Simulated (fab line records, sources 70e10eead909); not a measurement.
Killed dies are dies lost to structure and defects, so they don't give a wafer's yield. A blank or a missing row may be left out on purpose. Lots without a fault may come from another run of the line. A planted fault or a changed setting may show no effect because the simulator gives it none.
fab line records | flow nand_harc
record lots=12 wafers=36 last_day=33
route steps=1302 shown P_BONDPAD@386 A_ZERO_WELL@404 A_ONON_D1@431 END@1302
lots that met no fault: from a run of the same line without faults
start_h: hours from the record's first day to the start of the lot's first wafer shown | wait_h: hours since the lot's step before | " the same as in the row above | L1.1+2: a row that stands for several wafers | - no value, or no start given | * or withheld: withheld | < > ~ a bound
route shown NAME@n: a module of which the file shows steps, and the number in the route of the first | usual: mean/standard deviation of fault-free wafers | same: alike in all rows | chamber/n: place in a boat | sites: the reading at each site | _std_site: their standard deviation | _edge_site: outer sites' mean less inner sites' | radius_mm: how far each site lies from the wafer's centre | mask NAME#n: copy n | behind: the tool/chamber that last shaped the wafer | hold: why the lot was held/for how many hours/how that ended | device: the transistor (n, p or np) that didn't switch | end of line: the same wafers' tests at the end of the route | a step without rows: its recipe alone | killed: dies lost to structure and defects at the first sort, not the wafer's yield | map: a wafer's dies, x killed, . not, _ none there
set.NAME: the setting as run; set.NAME@STEP: as run at that earlier step | model.NAME: the simulator's own value behind a step, which no gauge read
steps of the route over a sample of lots; a table a step, a row a wafer
services: from which hour (start_h, from the record's first day; less than 0 if before it) a tool's chamber was out of use, for how many hours, and why
## steps
# step NHARC_P_BONDPAD_ACTIVATE_29
# recipe time_s=60 n2_flow_sccm=200 ar_flow_sccm=0 bias_power_w=0 chemistry=N2
# usual drypump_motor_current_A=5.6/0.44 oes_product_au=1.005/0.013 rf_vpp_V=64.2/0.84 showerhead_plenum_p_Torr=1.78/0.059
# columns lot.wafer tool chamber start_h wait_h drypump_motor_current_A oes_product_au rf_hours_counter_h rf_vpp_V showerhead_plenum_p_Torr
L314.2 rie_diel-12 3 149.69 0.1 5.7 1.008 1.8 63.1 1.79
L314.1 " 0 " " 5.0 1.012 1.8 63.2 1.68
L314.5 " 0 " " 5.0 1.005 - 63.5 1.68
L315.2 rie_diel-03 3 163.95 0.1 5.2 1.006 3.0 65.3 1.86
L315.3 " 1 " " 5.3 1.004 2.6 64.0 1.80
L315.5 " 1 " " 5.3 0.996 - 65.7 1.80
L318.3 rie_diel-03 2 185.76 0.1 6.0 1.007 3.5 64.8 1.74
L318.5 " 1 " " 5.3 1.006 - 63.3 1.80
L318.6 " 2 " " 6.0 1.006 - 63.7 1.74
L317.4 rie_diel-12 1 186.75 0.1 5.7 0.998 2.6 65.4 1.86
L317.2 " 3 " " 5.7 0.997 2.5 64.9 1.79
L317.6 " 1 " " 5.7 1.006 - 64.0 1.86
L321.4 rie_diel-12 0 215.95 0.1 5.0 1.002 3.0 63.8 1.68
L321.2 " 2 " " 5.9 1.003 3.3 63.0 1.80
L321.6 " 0 " " 5.0 1.006 - 64.5 1.68
L323.3 rie_diel-03 0 237.91 0.1 6.3 1.008 5.9 64.7 1.73
L323.5 " 0 " " 6.3 1.010 - 63.0 1.72
L323.6 " 1 " " 5.3 0.991 - 63.3 1.79
L324.1 rie_diel-12 0 252.30 0.1 5.0 1.012 4.3 64.5 1.68
L324.5 " 0 " " 5.0 1.005 - 62.4 1.68
L324.6 " 1 " " 5.7 1.003 - 63.8 1.86
L325.1 rie_diel-03 3 256.15 0.1 5.2 1.014 7.0 65.3 1.86
L325.6 " 2 " " 6.0 1.005 - 64.3 1.74
L325.5 " 3 " " 5.2 1.004 - 63.7 1.86
L326.1 rie_diel-08 2 265.60 0.1 5.2 1.033 5.9 63.8 1.79
L326.3 " 0 " " 5.1 0.974 5.1 63.3 1.82
L326.6 " 1 " " 6.3 1.002 - 64.0 1.78
L329.3 rie_diel-12 3 305.36 0.1 5.7 0.987 1.7 63.4 1.79
L329.2 " 2 " " 5.9 0.993 1.9 64.5 1.80
L329.4 " 0 " " 5.0 0.988 - 63.5 1.68
L334.3 rie_diel-03 0 356.28 0.1 6.3 1.028 3.6 62.7 1.72
L334.2 " 2 " " 6.0 1.001 3.3 64.2 1.74
L334.5 " 0 " " 6.3 1.028 - 64.1 1.72
L335.1 rie_diel-12 0 360.60 0.1 5.0 0.993 3.3 64.0 1.68
L335.3 " 2 " " 5.9 0.998 3.7 64.1 1.80
L335.2 " 3 " " 5.7 0.993 3.6 65.6 1.79
# step NHARC_A_ZERO_WELL_ETCH_19
# recipe target_depth_a=800 overetch_a=240 time_s=87.88 ion_energy_ev=200 n2_flow_sccm=150 h2_flow_sccm=150 ar_flow_sccm=0 rf_w=400 bias_w=150 chemistry=N2/H2
# usual drypump_motor_current_A=5.40/0.26 oes_product_au=1.003/0.014 rf_vpp_V=432.3/2.8 showerhead_plenum_p_Torr=2.11/0.1 throttle_valve_pct=14.172/0.009
# columns lot.wafer tool chamber start_h wait_h drypump_motor_current_A oes_product_au rf_hours_counter_h rf_vpp_V showerhead_plenum_p_Torr throttle_valve_pct
L314.1 rie_diel-07 0 151.13 0.1 5.32 0.998 0 431.0 2.13 14.178
L314.2 " 1 " " 5.16 0.989 1 433.7 2.09 14.177
L314.5 " 0 " " 5.34 1.003 - 432.1 2.13 14.177
L315.2 rie_diel-07 2 165.47 0.1 5.33 1.001 1 434.1 2.18 14.163
L315.3 " 3 " " 5.47 1.016 1 435.6 2.20 14.165
L315.5 " 0 " " 5.32 1.009 - 433.4 2.13 14.161
L318.3 rie_diel-07 0 187.28 0.1 5.30 1.004 1 432.9 2.13 14.157
L318.6 " 1 " " 5.14 0.983 - 431.5 2.09 14.182
L318.5 " 0 " " 5.33 1.018 - 433.7 2.13 14.182
L317.2 rie_diel-07 0 188.26 0.1 5.31 1.000 1 434.5 2.13 14.176
L317.6 " 2 " " 5.34 1.008 - 434.8 2.18 14.193
L317.4 " 1 " " 5.13 0.993 - 432.6 2.09 14.189
L321.2 rie_diel-07 3 217.31 0.1 5.47 1.024 2 435.1 2.20 14.184
L321.4 " 1 " " 5.15 0.988 3 432.6 2.09 14.176
L321.6 " 3 " " 5.47 1.022 - 433.7 2.20 14.180
L323.3 rie_diel-07 1 239.29 0.1 5.15 0.987 3 430.3 2.09 14.173
L323.6 " 3 " " 5.47 1.023 - 435.3 2.20 14.171
L323.5 " 0 " " 5.34 1.021 - 431.6 2.13 14.176
L324.1 rie_diel-07 3 253.81 0.1 5.46 1.023 3 434.8 2.20 14.175
L324.6 " 0 " " 5.35 1.007 - 432.9 2.13 14.163
L324.5 " 1 " " 5.14 0.984 - 431.5 2.09 14.172
L325.1 rie_diel-07 0 257.64 0.1 5.36 1.017 3 431.8 2.13 14.153
L325.5 " 1 " " 5.14 0.987 - 432.2 2.09 14.162
L325.6 " 2 " " 5.31 1.012 - 435.5 2.18 14.179
L326.1 rie_diel-07 1 267.07 0.1 5.14 0.995 4 432.7 2.09 14.167
L326.3 " 2 " " 5.33 1.011 4 433.5 2.18 14.166
L326.6 " 2 " " 5.33 1.012 - 434.7 2.18 14.156
L329.2 rie_diel-07 2 306.89 0.1 5.34 1.011 0 433.4 2.18 14.170
L329.3 " 0 " " 5.35 1.020 0 431.7 2.13 14.163
L329.4 " 1 " " 5.13 0.986 0 431.8 2.09 14.173
L334.3 rie_diel-07 0 357.65 0.1 5.35 1.022 2 431.7 2.13 14.172
L334.2 " 2 " " 5.34 1.001 2 433.9 2.18 14.163
L334.5 " 0 " " 5.33 1.023 - 433.5 2.13 14.174
L335.3 rie_diel-07 2 362.10 0.1 5.33 1.009 2 434.0 2.18 14.178
L335.1 " 3 " " 5.47 0.998 2 435.1 2.20 14.160
L335.2 " 0 " " 5.35 1.019 2 432.3 2.13 14.167
# step NHARC_A_ONON_D1_THK_MEAS_11
# recipe thk_meas_gauge=ellipsometry
# usual thk_nm=999/9.6
# columns lot.wafer tool chamber start_h wait_h thk_nm
L314.1 film_metro-01 - 176.31 - 999
L314.2 " - " " 999
L314.5 " - " " 998
L315.2 film_metro-02 - 189.59 - 990
L315.3 " - " " 987
L315.5 " - " " 988
L318.3 film_metro-01 - 212.33 - 1002
L318.5 " - " " 1001
L318.6 " - " " 1002
L317.2 film_metro-02 - 212.36 - 993
L317.4 " - " " 993
L317.6 " - " " 992
L321.2 film_metro-01 - 243.07 - 1015
L321.4 " - " " 1015
L321.6 " - " " 1016
L323.3 film_metro-02 - 263.02 - 1012
L323.5 " - " " 1014
L323.6 " - " " 1013
L324.1 film_metro-02 - 280.98 - 991
L324.5 " - " " 989
L324.6 " - " " 989
L325.1 film_metro-01 - 281.06 - 1004
L325.5 " - " " 1005
L325.6 " - " " 1005
L326.1 film_metro-01 - 290.45 - 1007
L326.3 " - " " 1004
L326.6 " - " " 1004
L329.2 film_metro-01 - 334.58 - 983
L329.3 " - " " 984
L329.4 " - " " 984
L334.2 film_metro-01 - 380.58 - 997
L334.3 " - " " 995
L334.5 " - " " 994
L335.1 film_metro-01 - 386.53 - 1005
L335.2 " - " " 1005
L335.3 " - " " 1005
# step NHARC_A_ONON_D1_DEP_16
# recipe target_thk_a=10000 n2_flow_sccm=2750 n2o_flow_sccm=2000 nh3_flow_sccm=500 sih4_flow_sccm=210 temp_c=400
# columns lot.wafer tool chamber start_h wait_h
L314.1+2+5 pecvd_onon-03 0 184.48 0.1
L315.2+3+5 pecvd_onon-03 0 197.47 0.1
L317.2+4+6 pecvd_onon-04 0 223.37 0.1
L318.3+5+6 pecvd_onon-03 0 223.43 0.2
L321.2+4+6 pecvd_onon-03 0 251.76 0.1
L323.3+5+6 pecvd_onon-03 0 271.22 0.2
L324.1+5+6 pecvd_onon-04 0 288.83 0.1
L325.1+5+6 pecvd_onon-03 0 288.83 0.1
L326.1+3+6 pecvd_onon-03 0 298.28 0.1
L329.2+3+4 pecvd_onon-03 0 342.45 0.1
L334.2+3+5 pecvd_onon-03 0 388.51 0.1
L335.1+2+3 pecvd_onon-03 0 396.11 0.1
# step NHARC_A_ONON_D1_THK_MEAS_18
# recipe thk_meas_gauge=ellipsometry
# usual thk_nm=1001/10
# columns lot.wafer tool chamber start_h wait_h thk_nm
L314.1 film_metro-01 - 184.99 - 992
L314.2 " - " " 992
L314.5 " - " " 992
L315.2 film_metro-01 - 197.92 - 1021
L315.3 " - " " 1022
L315.5 " - " " 1020
L317.2 film_metro-01 - 223.82 - 997
L317.4 " - " " 999
L317.6 " - " " 998
L318.3 film_metro-02 - 223.83 - 998
L318.5 " - " " 998
L318.6 " - " " 997
L321.2 film_metro-02 - 252.22 - 993
L321.4 " - " " 990
L321.6 " - " " 991
L323.3 film_metro-02 - 271.61 - 1001
L323.5 " - " " 999
L323.6 " - " " 998
L324.1 film_metro-01 - 289.33 - 1019
L324.5 " - " " 1017
L324.6 " - " " 1018
L325.1 film_metro-02 - 289.34 - 1006
L325.5 " - " " 1005
L325.6 " - " " 1004
L326.1 film_metro-02 - 298.80 - 1019
L326.3 " - " " 1015
L326.6 " - " " 1018
L329.2 film_metro-02 - 342.91 - 984
L329.3 " - " " 983
L329.4 " - " " 982
L334.2 film_metro-01 - 388.97 - 1008
L334.3 " - " " 959
L334.5 " - " " 959
L335.1 film_metro-02 - 396.62 - 1006
L335.2 " - " " 1008
L335.3 " - " " 957
# step NHARC_END_SORT_01
# recipe temp_c=25
# usual killed_at_array=54/17 killed_at_other=0.7/1 killed_at_periphery=3.7/2.9 killed_dies=58/16 killed_open=3.2/1.9 killed_short=2.2/1.5
# same gross_dies=677
# columns lot.wafer tool chamber start_h wait_h killed_at_array killed_at_other killed_at_periphery killed_dies killed_open killed_short
L334.2 prober-01 0 774.00 2.8 54 2 1 57 3 4
L334.3 prober-01 0 774.80 3.1 672 0 5 677 7 3
L334.5 prober-01 0 776.39 3.7 675 1 1 677 4 1
L335.1 prober-02 0 781.20 2.5 51 2 4 57 2 4
L335.2 prober-02 0 782.00 2.8 28 0 4 32 3 1
L335.3 prober-02 0 782.80 3.1 669 3 5 677 3 3
# killed by level:class
L334.2 A_CHANNEL_HOLE_D2:chamber_film_flake=33 A_SLIT:chamber_film_flake=6 A_CHANNEL_HOLE_D1:chamber_film_flake=3 A_CONTACT:chamber_film_flake=3 A_WL_FILL:geometric_particle:short=2 A_CHANNEL_HOLE_D1:unspecified=2 THIN_TSV:chamber_film_flake=2 A_CHANNEL_HOLE_D1:geometric_particle:open=1
L334.3 A_ONON_D1:area_dep=635 A_CHANNEL_HOLE_D2:chamber_film_flake=16 A_SLIT:chamber_film_flake=7 A_DECK1_JOINT:geometric_particle:short=2 P_GATE:chamber_film_flake=2 A_SGD_CUT:chamber_film_flake=2 A_CONTACT:chamber_film_flake=2 P_CONTACT:geometric_particle:open=1
L334.5 A_ONON_D1:area_dep=635 A_CHANNEL_HOLE_D2:chamber_film_flake=22 A_SLIT:chamber_film_flake=6 A_CHANNEL_HOLE_D1:chamber_film_flake=2 A_CONTACT:chamber_film_flake=2 A_CHANNEL_FILL_D1:geometric_particle:open=1 A_CHANNEL_HOLE_D1:geometric_particle:open=1 A_DECK1_JOINT:geometric_particle:open=1
L335.1 A_SLIT:chamber_film_flake=29 A_CHANNEL_HOLE_D1:chamber_film_flake=13 P_STI:chamber_film_flake=3 A_CONTACT:chamber_film_flake=3 P_M2:geometric_particle:short=1 A_CHANNEL_FILL_D1:geometric_particle:open=1 A_ONON_D2:geometric_particle:short=1 A_CHANNEL_FILL_D2:geometric_particle:short=1
L335.2 A_SLIT:chamber_film_flake=12 A_CHANNEL_HOLE_D1:chamber_film_flake=6 P_STI:chamber_film_flake=4 A_WL_FILL:chamber_film_flake=2 A_STAIRCASE:chamber_film_flake=2 A_CHANNEL_FILL_D1:geometric_particle:open=1 A_ONON_D2:geometric_particle:open=1 A_CHANNEL_FILL_D2:geometric_particle:open=1
L335.3 A_ONON_D1:area_dep=615 A_SLIT:chamber_film_flake=34 A_CHANNEL_HOLE_D1:chamber_film_flake=13 THIN_TSV:chamber_film_flake=3 P_CONTACT:geometric_particle:open=2 P_STI:chamber_film_flake=2 A_CONTACT:chamber_film_flake=2 P_GATE:geometric_particle:short=1
## services
# columns tool chamber start_h hours kind
rie_diel-07 0 126.20 - clean
pecvd_onon-04 - 130.23 13.0 pm
rie_diel-03 - 133.82 0.7 repair
rie_diel-08 0 157.91 15.1 repair
rie_diel-03 2 160.51 6.5 repair
rie_diel-07 3 174.23 20.7 repair
rie_diel-07 0 179.19 7.6 repair
rie_diel-07 1 182.31 3.8 repair
rie_diel-08 - 190.80 9.0 pm
rie_diel-12 0 193.16 1.3 repair
rie_diel-08 3 206.85 5.4 repair
pecvd_onon-03 - 227.00 13.0 pm
rie_diel-07 - 262.25 0.3 repair
rie_diel-12 - 267.64 0.8 repair
rie_diel-03 - 281.45 9.0 pm
rie_diel-12 1 289.48 20.6 repair
rie_diel-07 - 294.20 9.0 pm
rie_diel-08 2 299.18 7.5 repair
pecvd_onon-04 - 311.23 13.0 pm
rie_diel-03 1 337.73 2.2 repair
rie_diel-08 - 367.80 9.0 pm
rie_diel-07 - 374.61 1.8 repair
rie_diel-03 0 384.22 17.7 repair
rie_diel-03 3 385.38 6.2 repair
## key
first_sign step=NHARC_A_ONON_D1_THK_MEAS_18 reading=thk_nm direction=down sigmas=4.1 usual=1001 struck=958
effect step=NHARC_END_SORT_01 reading=killed_dies direction=up sigmas=38 usual=58 struck=677
more_kills_born_at NHARC_A_ONON_D1_DEP_16@pecvd_onon-03=1885
met_at NHARC_A_ONON_D1_DEP_16
struck_lots L334,L335
struck_wafers L334.3,L334.5,L335.3
later_rows_left_out L334.3,L334.5,L335.3
tester_left_out L334,L335
not_acting_at NHARC_P_BONDPAD_ACTIVATE_29,NHARC_A_ZERO_WELL_ETCH_19,NHARC_A_ONON_D1_THK_MEAS_11
onset_between 342.45 388.51
fault kind=process_parameter_drift tool=pecvd_onon-03 chamber=- onset_h=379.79 steps=NHARC_A_ONON_D1_DEP_16 channel=target_thk_a offset=* shape=step end_h=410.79 scope=struck_wafers_only acts_in=* stated=*
# tester_left_out: of these lots the tester's yield and bins aren't shown, on N5 and GAA mostly nor the transistor test; their killed dies are dies lost to structure and defects alone, not to doping, threshold or leakage, so they don't give the yield
# later_rows_left_out: the simulator's readings of these wafers behind a module that went badly wrong aren't trusted and aren't shown, but for the sort
